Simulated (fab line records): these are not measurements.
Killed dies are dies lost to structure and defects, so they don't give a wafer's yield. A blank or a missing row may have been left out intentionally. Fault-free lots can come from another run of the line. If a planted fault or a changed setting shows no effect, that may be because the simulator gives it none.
Matching of chambers + flow n5-finfet + 3 sister chambers for N5_BEOL_M9_CURE_71 on uv-cure-03
The step cures SiCOH lowk, time 240 s. 16 wafers are shown with their chamber, then 8 later ones without.

WAFERS, EACH WITH ITS CHAMBER
| wafer  | chamber | wafer_temp_C_max | lamp-power-pct (%) |
|--------|---------|------------------|--------------------|
| L076.3 | 1       | 387.1            | 52.28              |
| L076.4 | 1       | 387.1            | 52.24              |
| L076.5 | 1       | 387.6            | 52.31              |
| L086.1 | 1       | 386.7            | 52.38              |
| L086.2 | 1       | 386.1            | 52.30              |
| L086.4 | 1       | 386.5            | 52.37              |
| L085.1 | 0       | 388.0            | 52.29              |
| L085.2 | 0       | 388.0            | 52.25              |
| L085.4 | 0       | 388.1            | 52.25              |
| L085.3 | 0       | 387.4            | 52.33              |
| L085.5 | 0       | 387.7            | 52.33              |
| L085.6 | 0       | 388.5            | 52.17              |
| L092.2 | 0       | 387.7            | 52.29              |
| L092.3 | 0       | 388.1            | 52.36              |
| L092.4 | 0       | 387.0            | 52.27              |
| L093.4 | 2       | 386.8            | 52.27              |

SIGNATURES (means of the wafers above)
| reading          | chamber 0 | chamber 1 | chamber 2 | scatter within a chamber |
|------------------|-----------|-----------|-----------|--------------------------|
| wafer_temp_C_max | 387.833   | 386.850   | 386.800   | 0.477                    |
| lamp-power-pct   | 52.2822   | 52.3133   | 52.2700   | 0.0554                   |
Rule: a wafer lies at a distance from a chamber equal to the root of the sum of squares, over the readings, of (its reading less the chamber's mean, divided by the reading's scatter). The wafer belongs to the nearest chamber; if the next one is less than 2 further off, it can't be placed. How the scatter is found: for the shown wafers, subtract from each reading the mean of its chamber, square and add these, divide the total by (wafers less chambers), then take the root.

WAFERS WHOSE CHAMBER IS MISSING
| wafer  | wafer_temp_C_max | lamp-power-pct (%) |
|--------|------------------|--------------------|
| L093.5 | 387.2            | 52.39              |
| L093.6 | 386.7            | 52.23              |
| L095.3 | 386.3            | 52.31              |
| L095.4 | 386.2            | 52.35              |
| L095.5 | 386.6            | 52.25              |
| L097.1 | 386.4            | 52.25              |
| L097.3 | 386.9            | 52.28              |
| L097.5 | 387.0            | 52.35              |

WHICH CHAMBER EACH WENT THROUGH
| wafer  | from the rows above          | in truth |
|--------|------------------------------|----------|
| L093.5 | can't be placed: 1 or 2 or 0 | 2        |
| L093.6 | can't be placed: 2 or 1 or 0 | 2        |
| L095.3 | can't be placed: 1 or 2      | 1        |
| L095.4 | can't be placed: 1 or 2      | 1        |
| L095.5 | can't be placed: 2 or 1      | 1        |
| L097.1 | can't be placed: 2 or 1      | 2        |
| L097.3 | can't be placed: 2 or 1 or 0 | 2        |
| L097.5 | can't be placed: 1 or 2 or 0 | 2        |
Correct placement for 0 of the 8. Not placeable from these rows: 8 (in 8, the candidates include the true chamber). Number placed wrongly: 0.
